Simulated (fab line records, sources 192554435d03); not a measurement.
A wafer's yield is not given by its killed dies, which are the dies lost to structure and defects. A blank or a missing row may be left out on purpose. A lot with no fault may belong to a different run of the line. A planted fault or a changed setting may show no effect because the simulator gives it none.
fab line records    flow n5_finfet
[record] lots = 5  wafers = 15  last_day = 15
route steps=1938 shown BEOL_M4@1084
lots with no fault: from the same line, run without faults
start_h: hours from the record's opening day to when the first of the lot's shown wafers began    wait_h: hours from the lot's prior step to this one    " same as the row above    L1.1+2: one row covering several wafers at once    - either no value or no given start    * or withheld: withheld    < > ~ a bound
route shown NAME@n: NAME is a module with steps in the file, n the number in the route of the first one    usual: mean/standard deviation taken from wafers without a fault    same: alike in all rows    chamber/n: place in a boat    sites: each site's reading    _std_site: standard deviation of those values    _edge_site: mean of outer sites minus mean of inner sites    radius_mm: for every site, how far away it sits from the centre of the wafer    mask NAME#n: copy n    behind: the tool/chamber that last shaped the wafer    hold: reason for holding the lot/hours on hold/outcome of the hold    device: whichever transistor did not switch (one of n, p or np)    end of line: the tests these same wafers got at the end of their route    a step given without rows: its recipe and nothing more    killed: dies that structure and defects cost at the first sort, which is not the same as the wafer's yield    map: dies across one wafer; x = killed, . = not, _ = none there
set.NAME: the setting that was run; set.NAME@STEP: the one run at that earlier step    model.NAME: the simulator's own value behind a step, which no gauge read
lots at some steps of the route; a table a step, a row a wafer
services: a tool's chamber out of use, with start hour (start_h, from the record's first day; less than 0 if before it), hours out, and reason
[[steps]]
[step N5_BEOL_M4_SPUTTER_48]
[recipe] material = Cu  target_thk_a = 45  temp_c = -20  chamber_pressure_pa = 0.07  power_w = withheld  time_s = 8.29
[usual] chamber_pressure_pa = 0.06997/0.00013  throttle_valve_pct = 30.3/0.95
lot.wafer  tool            chamber  start_h  wait_h  chamber_pressure_pa  throttle_valve_pct
L080.2     pvd_sputter-02  -        183.52   0.2     0.06982              29.6
L080.4     "               -        "        "       0.06989              30.6
L080.6     "               -        "        "       0.06994              30.6
L079.2     pvd_sputter-03  -        193.74   0.2     0.06998              29.7
L079.3     "               -        "        "       0.07008              30.0
L079.6     "               -        "        "       0.06998              29.9
L087.2     pvd_sputter-03  -        240.11   0.1     0.06984              29.6
L087.3     "               -        "        "       0.06986              28.6
L087.5     "               -        "        "       0.06996              30.0
L089.1     pvd_sputter-01  -        240.31   0.3     0.07012              29.2
L089.3     "               -        "        "       0.0699               31.0
L089.4     "               -        "        "       0.06997              29.2
L088.2     pvd_sputter-02  -        249.45   0.1     0.07002              31.5
L088.4     "               -        "        "       0.06968              30.4
L088.5     "               -        "        "       0.06995              31.5
[step N5_BEOL_M4_ANNEAL_49]
[recipe] temp_c = 400  time_s = 240  ambient = vacuum
[usual] heater_power_w = 812/71
lot.wafer  tool            chamber  start_h  wait_h  heater_power_w
L080.2     pvd_sputter-02  -        183.60   0.0     881
L080.4     "               -        "        "       714
L080.6     "               -        "        "       711
L079.2     pvd_sputter-03  -        193.82   0.0     825
L079.3     "               -        "        "       715
L079.6     "               -        "        "       772
L087.2     pvd_sputter-03  -        240.19   0.0     816
L087.3     "               -        "        "       809
L087.5     "               -        "        "       721
L089.1     pvd_sputter-01  -        240.39   0.0     785
L089.3     "               -        "        "       743
L089.4     "               -        "        "       883
L088.2     pvd_sputter-02  -        249.53   0.0     825
L088.4     "               -        "        "       716
L088.5     "               -        "        "       817
[step N5_BEOL_M4_SPUTTER_79]
[recipe] material = Cu  target_thk_a = 45  temp_c = -20  chamber_pressure_pa = 0.07  power_w = withheld  time_s = 8.29
[usual] chamber_pressure_pa = 0.07/0.00014  throttle_valve_pct = 30.2/0.98
lot.wafer  tool            chamber  start_h  wait_h  chamber_pressure_pa  throttle_valve_pct
L080.2     pvd_sputter-02  -        183.74   0.1     0.07012              29.4
L080.4     "               -        "        "       0.07015              30.7
L080.6     "               -        "        "       0.06999              30.5
L079.2     pvd_sputter-03  -        193.96   0.1     0.07                 29.4
L079.3     "               -        "        "       0.06998              30.0
L079.6     "               -        "        "       0.07004              30.2
L087.2     pvd_sputter-03  -        240.33   0.1     0.07021              29.5
L087.3     "               -        "        "       0.06993              28.4
L087.5     "               -        "        "       0.07038              30.1
L089.1     pvd_sputter-01  -        240.53   0.1     0.07004              28.9
L089.3     "               -        "        "       0.06979              31.1
L089.4     "               -        "        "       0.07005              28.8
L088.2     pvd_sputter-02  -        249.67   0.1     0.07007              31.4
L088.4     "               -        "        "       0.07018              30.2
L088.5     "               -        "        "       0.06999              31.3
[step N5_BEOL_M4_ANNEAL_80]
[recipe] temp_c = 400  time_s = 240  ambient = vacuum
[usual] heater_power_w = 811/70
lot.wafer  tool            chamber  start_h  wait_h  heater_power_w
L080.2     pvd_sputter-02  -        183.82   0.0     871
L080.4     "               -        "        "       713
L080.6     "               -        "        "       718
L079.2     pvd_sputter-03  -        194.04   0.0     840
L079.3     "               -        "        "       729
L079.6     "               -        "        "       768
L087.2     pvd_sputter-03  -        240.41   0.0     816
L087.3     "               -        "        "       814
L087.5     "               -        "        "       724
L089.1     pvd_sputter-01  -        240.61   0.0     786
L089.3     "               -        "        "       766
L089.4     "               -        "        "       913
L088.2     pvd_sputter-02  -        249.75   0.0     829
L088.4     "               -        "        "       721
L088.5     "               -        "        "       846
[step N5_BEOL_M4_SPUTTER_81]
[recipe] material = Cu  target_thk_a = 45  temp_c = -20  chamber_pressure_pa = 0.07  power_w = withheld  time_s = 8.29
[usual] chamber_pressure_pa = 0.06998/0.00014  throttle_valve_pct = 30.2/0.99
lot.wafer  tool            chamber  start_h  wait_h  chamber_pressure_pa  throttle_valve_pct
L080.2     pvd_sputter-02  -        183.96   0.1     0.07012              29.6
L080.4     "               -        "        "       0.07011              30.7
L080.6     "               -        "        "       0.06997              30.4
L079.2     pvd_sputter-03  -        194.18   0.1     0.06986              29.6
L079.3     "               -        "        "       0.06989              30.2
L079.6     "               -        "        "       0.06965              30.0
L087.2     pvd_sputter-03  -        240.55   0.1     0.06987              29.5
L087.3     "               -        "        "       0.06988              28.4
L087.5     "               -        "        "       0.06994              29.9
L089.1     pvd_sputter-01  -        240.75   0.1     0.07003              29.3
L089.3     "               -        "        "       0.06996              31.3
L089.4     "               -        "        "       0.06983              28.8
L088.2     pvd_sputter-02  -        249.89   0.1     0.07017              31.4
L088.4     "               -        "        "       0.06995              30.5
L088.5     "               -        "        "       0.07016              31.5
[step N5_BEOL_M4_ANNEAL_82]
[recipe] temp_c = 400  time_s = 240  ambient = vacuum
[usual] heater_power_w = 814/74
lot.wafer  tool            chamber  start_h  wait_h  heater_power_w
L080.2     pvd_sputter-02  -        184.04   0.0     865
L080.4     "               -        "        "       716
L080.6     "               -        "        "       723
L079.2     pvd_sputter-03  -        194.26   0.0     809
L079.3     "               -        "        "       718
L079.6     "               -        "        "       782
L087.2     pvd_sputter-03  -        240.63   0.0     800
L087.3     "               -        "        "       793
L087.5     "               -        "        "       724
L089.1     pvd_sputter-01  -        240.83   0.0     794
L089.3     "               -        "        "       768
L089.4     "               -        "        "       913
L088.2     pvd_sputter-02  -        249.97   0.0     828
L088.4     "               -        "        "       716
L088.5     "               -        "        "       832
[step N5_BEOL_M4_SPUTTER_86]
[recipe] material = Cu  target_thk_a = 45  temp_c = -20  chamber_pressure_pa = 0.07  power_w = withheld  time_s = 8.29
[usual] chamber_pressure_pa = 0.06999/0.00014  throttle_valve_pct = 30.2/0.99
lot.wafer  tool            chamber  start_h  wait_h  chamber_pressure_pa  throttle_valve_pct
L080.2     pvd_sputter-02  -        184.18   0.1     0.07013              29.6
L080.4     "               -        "        "       0.0699               30.5
L080.6     "               -        "        "       0.06996              30.2
L079.2     pvd_sputter-03  -        194.40   0.1     0.07                 29.2
L079.3     "               -        "        "       0.07001              30.2
L079.6     "               -        "        "       0.07006              30.3
L087.2     pvd_sputter-03  -        240.77   0.1     0.06997              29.5
L087.3     "               -        "        "       0.0701               28.2
L087.5     "               -        "        "       0.06996              30.1
L089.1     pvd_sputter-01  -        240.97   0.1     0.07007              29.2
L089.3     "               -        "        "       0.06963              31.1
L089.4     "               -        "        "       0.07008              28.8
L088.2     pvd_sputter-02  -        250.11   0.1     0.07014              31.4
L088.4     "               -        "        "       0.06954              30.3
L088.5     "               -        "        "       0.06996              31.4
[step N5_BEOL_M4_ANNEAL_87]
[recipe] temp_c = 400  time_s = 240  ambient = vacuum
[usual] heater_power_w = 812/73
lot.wafer  tool            chamber  start_h  wait_h  heater_power_w
L080.2     pvd_sputter-02  -        184.26   0.0     868
L080.4     "               -        "        "       685
L080.6     "               -        "        "       719
L079.2     pvd_sputter-03  -        194.48   0.0     833
L079.3     "               -        "        "       707
L079.6     "               -        "        "       781
L087.2     pvd_sputter-03  -        240.85   0.0     826
L087.3     "               -        "        "       810
L087.5     "               -        "        "       737
L089.1     pvd_sputter-01  -        241.05   0.0     790
L089.3     "               -        "        "       753
L089.4     "               -        "        "       892
L088.2     pvd_sputter-02  -        250.19   0.0     836
L088.4     "               -        "        "       696
L088.5     "               -        "        "       828
[step N5_BEOL_M4_SPUTTER_88]
[recipe] material = Cu  target_thk_a = 45  temp_c = -20  chamber_pressure_pa = 0.07  power_w = withheld  time_s = 8.29
[usual] chamber_pressure_pa = 0.07002/0.00013  throttle_valve_pct = 30.2/0.97
lot.wafer  tool            chamber  start_h  wait_h  chamber_pressure_pa  throttle_valve_pct
L080.2     pvd_sputter-02  -        184.40   0.1     0.07015              29.4
L080.4     "               -        "        "       0.06981              30.6
L080.6     "               -        "        "       0.06979              30.3
L079.2     pvd_sputter-03  -        194.62   0.1     0.07005              29.5
L079.3     "               -        "        "       0.06993              30.3
L079.6     "               -        "        "       0.06992              30.3
L087.2     pvd_sputter-03  -        240.99   0.1     0.06985              29.7
L087.3     "               -        "        "       0.06988              28.4
L087.5     "               -        "        "       0.06985              30.0
L089.1     pvd_sputter-01  -        241.19   0.1     0.06979              29.3
L089.3     "               -        "        "       0.06996              31.1
L089.4     "               -        "        "       0.07002              29.1
L088.2     pvd_sputter-02  -        250.33   0.1     0.06985              31.4
L088.4     "               -        "        "       0.07007              30.3
L088.5     "               -        "        "       0.07006              31.6
[step N5_BEOL_M4_ANNEAL_89]
[recipe] temp_c = 400  time_s = 240  ambient = vacuum
[usual] heater_power_w = 813/72
lot.wafer  tool            chamber  start_h  wait_h  heater_power_w
L080.2     pvd_sputter-02  -        184.48   0.0     857
L080.4     "               -        "        "       718
L080.6     "               -        "        "       698
L079.2     pvd_sputter-03  -        194.70   0.0     828
L079.3     "               -        "        "       722
L079.6     "               -        "        "       776
L087.2     pvd_sputter-03  -        241.07   0.0     823
L087.3     "               -        "        "       784
L087.5     "               -        "        "       742
L089.1     pvd_sputter-01  -        241.27   0.0     790
L089.3     "               -        "        "       774
L089.4     "               -        "        "       921
L088.2     pvd_sputter-02  -        250.41   0.0     832
L088.4     "               -        "        "       717
L088.5     "               -        "        "       826
[step N5_BEOL_M4_SPUTTER_90]
[recipe] material = Cu  target_thk_a = 45  temp_c = -20  chamber_pressure_pa = 0.07  power_w = withheld  time_s = 8.29
[usual] chamber_pressure_pa = 0.07/0.00014  throttle_valve_pct = 30.2/0.98
lot.wafer  tool            chamber  start_h  wait_h  chamber_pressure_pa  throttle_valve_pct
L080.2     pvd_sputter-02  -        184.62   0.1     0.0699               29.7
L080.4     "               -        "        "       0.07009              30.4
L080.6     "               -        "        "       0.06985              30.2
L079.2     pvd_sputter-03  -        194.84   0.1     0.06998              29.3
L079.3     "               -        "        "       0.06981              30.4
L079.6     "               -        "        "       0.06992              30.0
L087.2     pvd_sputter-03  -        241.21   0.1     0.06989              29.9
L087.3     "               -        "        "       0.06992              28.5
L087.5     "               -        "        "       0.07016              30.2
L089.1     pvd_sputter-01  -        241.41   0.1     0.07014              29.0
L089.3     "               -        "        "       0.06993              30.8
L089.4     "               -        "        "       0.06995              29.0
L088.2     pvd_sputter-02  -        250.55   0.1     0.06987              31.6
L088.4     "               -        "        "       0.07018              30.5
L088.5     "               -        "        "       0.06997              31.4
[step N5_BEOL_M4_ANNEAL_91]
[recipe] temp_c = 400  time_s = 240  ambient = vacuum
[usual] heater_power_w = 813/70
lot.wafer  tool            chamber  start_h  wait_h  heater_power_w
L080.2     pvd_sputter-02  -        184.70   0.0     861
L080.4     "               -        "        "       741
L080.6     "               -        "        "       717
L079.2     pvd_sputter-03  -        194.92   0.0     829
L079.3     "               -        "        "       718
L079.6     "               -        "        "       784
L087.2     pvd_sputter-03  -        241.29   0.0     819
L087.3     "               -        "        "       826
L087.5     "               -        "        "       719
L089.1     pvd_sputter-01  -        241.49   0.0     807
L089.3     "               -        "        "       768
L089.4     "               -        "        "       891
L088.2     pvd_sputter-02  -        250.63   0.0     852
L088.4     "               -        "        "       717
L088.5     "               -        "        "       826
[step N5_BEOL_M4_SPUTTER_92]
[recipe] material = Cu  target_thk_a = 45  temp_c = -20  chamber_pressure_pa = 0.07  power_w = withheld  time_s = 8.29
[usual] chamber_pressure_pa = 0.07001/0.00012  throttle_valve_pct = 30.3/0.99
lot.wafer  tool            chamber  start_h  wait_h  chamber_pressure_pa  throttle_valve_pct
L080.2     pvd_sputter-02  -        184.84   0.1     0.07007              29.6
L080.4     "               -        "        "       0.06993              30.2
L080.6     "               -        "        "       0.06997              30.9
L079.2     pvd_sputter-03  -        195.06   0.1     0.07007              29.7
L079.3     "               -        "        "       0.07014              30.0
L079.6     "               -        "        "       0.07016              29.9
L087.2     pvd_sputter-03  -        241.43   0.1     0.07013              29.5
L087.3     "               -        "        "       0.07003              28.8
L087.5     "               -        "        "       0.07                 30.4
L089.1     pvd_sputter-01  -        241.63   0.1     0.06978              29.1
L089.3     "               -        "        "       0.06972              31.0
L089.4     "               -        "        "       0.07027              29.1
L088.2     pvd_sputter-02  -        250.77   0.1     0.07011              31.3
L088.4     "               -        "        "       0.07006              30.8
L088.5     "               -        "        "       0.06998              31.7
[step N5_BEOL_M4_ANNEAL_93]
[recipe] temp_c = 400  time_s = 240  ambient = vacuum
[usual] heater_power_w = 815/74
lot.wafer  tool            chamber  start_h  wait_h  heater_power_w
L080.2     pvd_sputter-02  -        184.92   0.0     878
L080.4     "               -        "        "       712
L080.6     "               -        "        "       696
L079.2     pvd_sputter-03  -        195.14   0.0     827
L079.3     "               -        "        "       726
L079.6     "               -        "        "       775
L087.2     pvd_sputter-03  -        241.51   0.0     836
L087.3     "               -        "        "       806
L087.5     "               -        "        "       707
L089.1     pvd_sputter-01  -        241.71   0.0     806
L089.3     "               -        "        "       763
L089.4     "               -        "        "       916
L088.2     pvd_sputter-02  -        250.85   0.0     834
L088.4     "               -        "        "       717
L088.5     "               -        "        "       827
[step N5_BEOL_M4_SPUTTER_94]
[recipe] material = Cu  target_thk_a = 45  temp_c = -20  chamber_pressure_pa = 0.07  power_w = withheld  time_s = 8.29
[usual] chamber_pressure_pa = 0.06999/0.00014  throttle_valve_pct = 30.3/0.97
lot.wafer  tool            chamber  start_h  wait_h  chamber_pressure_pa  throttle_valve_pct
L080.2     pvd_sputter-02  -        185.06   0.1     0.06993              29.5
L080.4     "               -        "        "       0.07004              30.8
L080.6     "               -        "        "       0.06996              30.7
L079.2     pvd_sputter-03  -        195.28   0.1     0.07008              29.7
L079.3     "               -        "        "       0.07008              30.0
L079.6     "               -        "        "       0.07002              30.0
L087.2     pvd_sputter-03  -        241.65   0.1     0.07015              29.8
L087.3     "               -        "        "       0.06983              28.4
L087.5     "               -        "        "       0.07002              30.2
L089.1     pvd_sputter-01  -        241.85   0.1     0.07002              29.1
L089.3     "               -        "        "       0.06999              31.1
L089.4     "               -        "        "       0.07003              29.0
L088.2     pvd_sputter-02  -        253.64   2.7     0.06986              31.5
L088.4     "               -        "        "       0.07022              30.6
L088.5     "               -        "        "       0.06987              31.4
[step N5_BEOL_M4_ANNEAL_95]
[recipe] temp_c = 400  time_s = 240  ambient = vacuum
[usual] heater_power_w = 813/73
lot.wafer  tool            chamber  start_h  wait_h  heater_power_w
L080.2     pvd_sputter-02  -        185.14   0.0     900
L080.4     "               -        "        "       718
L080.6     "               -        "        "       718
L079.2     pvd_sputter-03  -        195.36   0.0     834
L079.3     "               -        "        "       724
L079.6     "               -        "        "       785
L087.2     pvd_sputter-03  -        241.73   0.0     825
L087.3     "               -        "        "       811
L087.5     "               -        "        "       706
L089.1     pvd_sputter-01  -        241.93   0.0     804
L089.3     "               -        "        "       753
L089.4     "               -        "        "       922
L088.2     pvd_sputter-02  -        253.72   0.0     830
L088.4     "               -        "        "       707
L088.5     "               -        "        "       814
[step N5_BEOL_M4_SPUTTER_96]
[recipe] material = Cu  target_thk_a = 45  temp_c = -20  chamber_pressure_pa = 0.07  power_w = withheld  time_s = 8.29
[usual] chamber_pressure_pa = 0.07002/0.00012  throttle_valve_pct = 30.3/0.99
lot.wafer  tool            chamber  start_h  wait_h  chamber_pressure_pa  throttle_valve_pct
L080.2     pvd_sputter-02  -        185.28   0.1     0.0699               29.6
L080.4     "               -        "        "       0.06986              30.5
L080.6     "               -        "        "       0.06998              30.6
L079.2     pvd_sputter-03  -        195.50   0.1     0.06989              29.8
L079.3     "               -        "        "       0.06981              30.1
L079.6     "               -        "        "       0.06987              30.2
L087.2     pvd_sputter-03  -        241.87   0.1     0.0701               29.7
L087.3     "               -        "        "       0.06998              28.5
L087.5     "               -        "        "       0.0702               30.1
L089.1     pvd_sputter-01  -        242.07   0.1     0.06997              29.3
L089.3     "               -        "        "       0.07033              31.0
L089.4     "               -        "        "       0.06981              28.9
L088.2     pvd_sputter-02  -        253.86   0.1     0.06995              31.5
L088.4     "               -        "        "       0.07015              30.7
L088.5     "               -        "        "       0.06998              31.2
[step N5_BEOL_M4_ECD_50]
[recipe] material = Cu  target_thk_a = 3000
lot.wafer   tool       chamber  start_h  wait_h
L080.2+4+6  ecd_cu-01  0,1,0    185.40   0.1
L079.2+3+6  ecd_cu-02  1,0,0    195.62   0.1
L087.2+3+5  ecd_cu-02  0        241.99   0.1
L089.1+3+4  ecd_cu-01  0,0,1    242.18   0.1
L088.2+4+5  ecd_cu-02  1,1,0    253.98   0.1
[step N5_BEOL_M4_ANNEAL_51]
[recipe] temp_c = 225  time_s = 90  ambient = N2
[usual] wafer_temp_C_max = 226.0/0.35
lot.wafer  tool           chamber  start_h  wait_h  wafer_temp_C_max
L080.2     rtp_anneal-01  0        185.52   0.1     225.9
L080.4     "              0        "        "       225.6
L080.6     "              0        "        "       225.9
L079.2     rtp_anneal-01  0        195.75   0.1     225.9
L079.3     "              0        "        "       225.7
L079.6     "              0        "        "       225.5
L087.2     rtp_anneal-02  0        242.11   0.1     226.8
L087.3     "              0        "        "       226.2
L087.5     "              0        "        "       226.5
L089.1     rtp_anneal-01  0        242.26   0.1     225.7
L089.3     "              0        "        "       225.5
L089.4     "              0        "        "       225.8
L088.2     rtp_anneal-01  0        254.10   0.1     225.6
L088.4     "              0        "        "       225.9
L088.5     "              0        "        "       225.6
[step N5_BEOL_M4_CMP_52]
[recipe] stop_on = SiOC  t_overpolish_s = 6.8  down_force_psi = 1  platen_rpm = 50  clearing_platen_down_force_psi = 1.5  clearing_platen_rpm = 50  post_cmp_clean = cu_alkaline  target_thk_nm = 40  clearing_platen_pad_velocity_m_s = 0.99484  pad_velocity_m_s = 0.99484
[usual] barrier_field_endpoint_s = 24.9/0.91  clearing_platen_down_force_psi = 1.500/0.003  edge_zone_pressure_frac = 1.000/0.0044  motor_current_A = 6.2/0.37  overpolish_run_s = 6.800/0.0086  pad_life_wafers = 1176/600  time_to_endpoint_s = 64/4.8
lot.wafer  tool    chamber  start_h  wait_h  barrier_field_endpoint_s  clearing_platen_down_force_psi  edge_zone_pressure_frac  motor_current_A  overpolish_run_s  pad_life_wafers  time_to_endpoint_s
L080.4     cmp-02  2        185.85   0.2     25.5                      1.502                           1.011                    5.7              6.804             1394             62
L080.2     "       3        "        "       24.0                      1.506                           1.000                    6.2              6.798             1395             55
L080.6     "       0        "        "       24.9                      1.508                           0.999                    6.2              6.804             -                59
L079.3     cmp-02  1        196.07   0.2     24.2                      1.502                           1.002                    6.6              6.800             1472             67
L079.2     "       2        "        "       24.8                      1.498                           0.996                    6.2              6.799             1473             60
L079.6     "       3        "        "       24.2                      1.502                           1.008                    6.1              6.802             -                58
L087.3     cmp-04  0        242.37   0.2     25.0                      1.494                           0.999                    6.0              6.801             804              64
L087.2     "       1        "        "       26.0                      1.501                           0.997                    6.3              6.808             805              69
L087.5     "       0        "        "       25.5                      1.499                           1.005                    6.2              6.790             -                64
L089.1     cmp-01  0        242.57   0.3     23.2                      1.500                           1.010                    6.2              6.788             1590             56
L089.3     "       1        "        "       24.9                      1.500                           0.997                    6.8              6.814             1591             65
L089.4     "       2        "        "       25.3                      1.500                           1.004                    5.3              6.806             1592             62
L088.2     cmp-01  0        254.39   0.2     23.9                      1.498                           0.999                    6.2              6.807             1693             55
L088.4     "       1        "        "       24.9                      1.501                           1.006                    6.9              6.801             1694             65
L088.5     "       3        "        "       25.3                      1.499                           1.001                    5.8              6.784             -                65
[step N5_BEOL_M4_THK_MEAS_53]
[recipe] thk_meas_gauge = xrf  reads = Cu_of_BEOL_M4_ECD_50
[usual] M4_THK = 40.3/2.1
lot.wafer  tool           chamber  start_h  wait_h  M4_THK[nm]
L080.2     film_metro-01  -        186.07   -       38.3
L080.4     "              -        "        "       39.9
L080.6     "              -        "        "       40.6
L079.2     film_metro-01  -        196.29   -       40.8
L079.3     "              -        "        "       39.6
L079.6     "              -        "        "       39.6
L087.2     film_metro-01  -        242.66   -       46.0
L087.3     "              -        "        "       41.1
L087.5     "              -        "        "       41.6
L089.1     film_metro-01  -        242.87   -       36.0
L089.3     "              -        "        "       40.4
L089.4     "              -        "        "       40.1
L088.2     film_metro-01  -        254.65   -       38.2
L088.4     "              -        "        "       42.3
L088.5     "              -        "        "       41.3
[step N5_BEOL_M4_PRE_CLEAN_60]
[recipe] gas = NH3/H2  time_s = 15  temp_c = *  rf_power_w = 300
[usual] heater_power_w = 77/9.9
lot.wafer  tool       chamber  start_h  wait_h  heater_power_w
L080.2     cvd_co-01  2        186.11   0.0     64
L080.4     "          0        "        "       78
L080.6     "          2        "        "       64
L079.2     cvd_co-02  0        196.33   0.0     75
L079.3     "          2        "        "       69
L079.6     "          0        "        "       74
L087.2     cvd_co-01  1        242.70   0.0     82
L087.3     "          2        "        "       62
L087.5     "          2        "        "       63
L089.1     cvd_co-01  2        242.90   0.0     62
L089.3     "          0        "        "       77
L089.4     "          2        "        "       65
L088.2     cvd_co-01  0        254.69   0.0     76
L088.4     "          2        "        "       64
L088.5     "          0        "        "       78
[step N5_BEOL_M4_CO_CAP_55]
[recipe] material = Co  target_thk_a = 20  temp_c = 200  precursor = CCTBA/H2  pressure_torr = 30  time_s = 102.1
[usual] heater_power_w = 226/13
lot.wafer  tool       chamber  start_h  wait_h  heater_power_w
L080.2     cvd_co-01  2        186.15   0.0     210
L080.4     "          0        "        "       225
L080.6     "          2        "        "       208
L079.2     cvd_co-02  0        196.37   0.0     223
L079.3     "          2        "        "       218
L079.6     "          0        "        "       225
L087.2     cvd_co-01  1        242.74   0.0     224
L087.3     "          2        "        "       213
L087.5     "          2        "        "       205
L089.1     cvd_co-01  2        242.94   0.0     209
L089.3     "          0        "        "       226
L089.4     "          2        "        "       210
L088.2     cvd_co-01  0        254.73   0.0     227
L088.4     "          2        "        "       212
L088.5     "          0        "        "       220
[step N5_BEOL_M4_PRE_CLEAN_56]
[recipe] gas = NH3  time_s = 15  temp_c = withheld  rf_power_w = 300
lot.wafer   tool      chamber  start_h  wait_h
L080.2+4+6  pecvd-01  1,1,0    186.24   0.1
L079.2+3+6  pecvd-01  1,2,0    196.46   0.1
L087.2+3+5  pecvd-02  1,0,2    242.83   0.1
L089.1+3+4  pecvd-04  1,2,2    243.04   0.1
L088.2+4+5  pecvd-02  2,1,0    254.82   0.1
[step N5_BEOL_M4_DEP_57]
[recipe] material = SiCN  target_thk_a = 80  temp_c = withheld  precursor = 3MS/NH3  pressure_torr = 3  rf_w = 202  time_s = 14
[usual] showerhead_plenum_p_Torr = 3.663/0.0091  throttle_valve_pct = 9.1/0.6
lot.wafer  tool      chamber  start_h  wait_h  showerhead_plenum_p_Torr  throttle_valve_pct
L080.2     pecvd-01  1        186.26   0.0     3.658                     8.1
L080.4     "         1        "        "       3.673                     8.6
L080.6     "         0        "        "       3.651                     9.2
L079.2     pecvd-01  1        196.49   0.0     3.664                     8.4
L079.3     "         2        "        "       3.671                     9.1
L079.6     "         0        "        "       3.661                     8.9
L087.2     pecvd-02  1        242.85   0.0     3.656                     9.4
L087.3     "         0        "        "       3.664                     10.3
L087.5     "         2        "        "       3.658                     9.4
L089.1     pecvd-04  1        243.06   0.0     3.643                     9.5
L089.3     "         2        "        "       3.685                     8.7
L089.4     "         2        "        "       3.675                     8.9
L088.2     pecvd-02  2        254.84   0.0     3.666                     9.3
L088.4     "         1        "        "       3.657                     9.2
L088.5     "         0        "        "       3.672                     10.5
[step N5_BEOL_M4_RS_MEAS_58]
[recipe] thk_meas_gauge = four-point-probe  reads = Co_of_BEOL_M4_CO_CAP_55+Cu_of_BEOL_M4_ECD_50+Co_of_BEOL_M4_CVD_47+TaN_of_BEOL_M4_ALD_84
[usual] M4_RS = 0.67/0.045
lot.wafer  tool           chamber  start_h  wait_h  M4_RS[ohm/sq]
L080.2     film_metro-01  -        186.84   0.6     0.72
L080.4     "              -        "        "       0.68
L080.6     "              -        "        "       0.67
L079.2     film_metro-01  -        196.55   0.1     0.66
L079.3     "              -        "        "       0.69
L079.6     "              -        "        "       0.69
L087.2     film_metro-01  -        242.92   0.1     0.57
L087.3     "              -        "        "       0.66
L087.5     "              -        "        "       0.65
L089.1     film_metro-01  -        243.13   0.0     0.77
L089.3     "              -        "        "       0.67
L089.4     "              -        "        "       0.67
L088.2     film_metro-01  -        254.91   0.1     0.73
L088.4     "              -        "        "       0.64
L088.5     "              -        "        "       0.66
[step N5_BEOL_M4_INSPECT_59]
[recipe] inspect_instrument = darkfield  mode = post_dep
[usual] raw_defect_count = 66/23
lot.wafer  tool               chamber  start_h  wait_h  raw_defect_count
L080.2     defect_inspect-02  -        186.88   0.0     63
L080.4     "                  -        "        "       49
L080.6     "                  -        "        "       48
L079.2     defect_inspect-02  -        196.58   0.0     62
L079.3     "                  -        "        "       34
L079.6     "                  -        "        "       41
L087.2     defect_inspect-01  -        242.95   0.0     79
L087.3     "                  -        "        "       87
L087.5     "                  -        "        "       64
L089.1     defect_inspect-01  -        243.15   0.0     75
L089.3     "                  -        "        "       92
L089.4     "                  -        "        "       66
L088.2     defect_inspect-02  -        254.94   0.0     97
L088.4     "                  -        "        "       57
L088.5     "                  -        "        "       52
[[services]]
tool            chamber  start_h  hours  kind
pecvd-01        -        160.27   1.6    repair
pecvd-01        2        166.77   2.1    scheduled_down
rtp_anneal-02   -        175.38   5.5    pm
pvd_sputter-02  -        177.09   4.0    repair
pecvd-04        -        191.31   14.0   repair
cmp-02          -        197.12   0.2    repair
cmp-04          -        205.68   3.3    repair
pecvd-04        1        211.99   6.6    repair
ecd_cu-02       -        215.58   2.2    repair
pecvd-02        -        217.23   0.5    repair
cmp-01          -        229.82   3.5    repair
cmp-02          -        230.18   2.6    repair
cmp-04          -        231.46   1.4    repair
pecvd-04        -        234.31   0.6    repair
pecvd-01        0        245.86   8.9    repair
[[key]]
fault none
